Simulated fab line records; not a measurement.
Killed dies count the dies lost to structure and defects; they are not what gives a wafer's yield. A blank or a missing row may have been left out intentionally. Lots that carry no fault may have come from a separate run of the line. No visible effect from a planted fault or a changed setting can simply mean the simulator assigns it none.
Chamber matching | flow n5_finfet | N5_SD_EPI_N_ETCH_45 on rie_diel-03: 4 sister chambers
The step etches SiOCN in CH3F/O2, target depth 6 nm. 4 wafers are shown with their chamber, then 7 later ones without.

== WAFERS, EACH WITH ITS CHAMBER ==
wafer  | chamber | drypump_motor_current_A (A)
L078.1 | 0       | 5.5
L079.3 | 3       | 6.1
L082.3 | 2       | 5.8
L082.4 | 1       | 6.0

== WAFERS MISSING THEIR CHAMBER ==
wafer  | drypump_motor_current_A (A)
L082.5 | 6.0
L085.2 | 5.8
L085.4 | 6.1
L085.5 | 5.5
L097.1 | 6.1
L097.2 | 5.8
L097.4 | 6.2

== WHICH CHAMBER EACH ONE RAN IN ==
wafer  | from the rows above | in truth
L082.5 | 1                   | 1
L085.2 | 2                   | 2
L085.4 | 3                   | 3
L085.5 | 0                   | 0
L097.1 | 3                   | 3
L097.2 | 2                   | 2
L097.4 | 3                   | 3
Correctly placed: 7 of 7. Not placeable from these rows: 0. Wrongly placed: 0.
How it was worked out, from the rows above alone: a wafer's distance from a chamber is the root of the sum, over the readings, of the square of ((its reading less the chamber's mean) divided by the reading's scatter). If the next closest chamber is less than 2 further off than the closest, the wafer can't be placed; otherwise it belongs to the closest. The mean given for a chamber averages the wafers shown for that chamber. The scatter: with one shown wafer a chamber, the root of the mean of the squares of how far each hidden wafer lies from its nearest shown one.
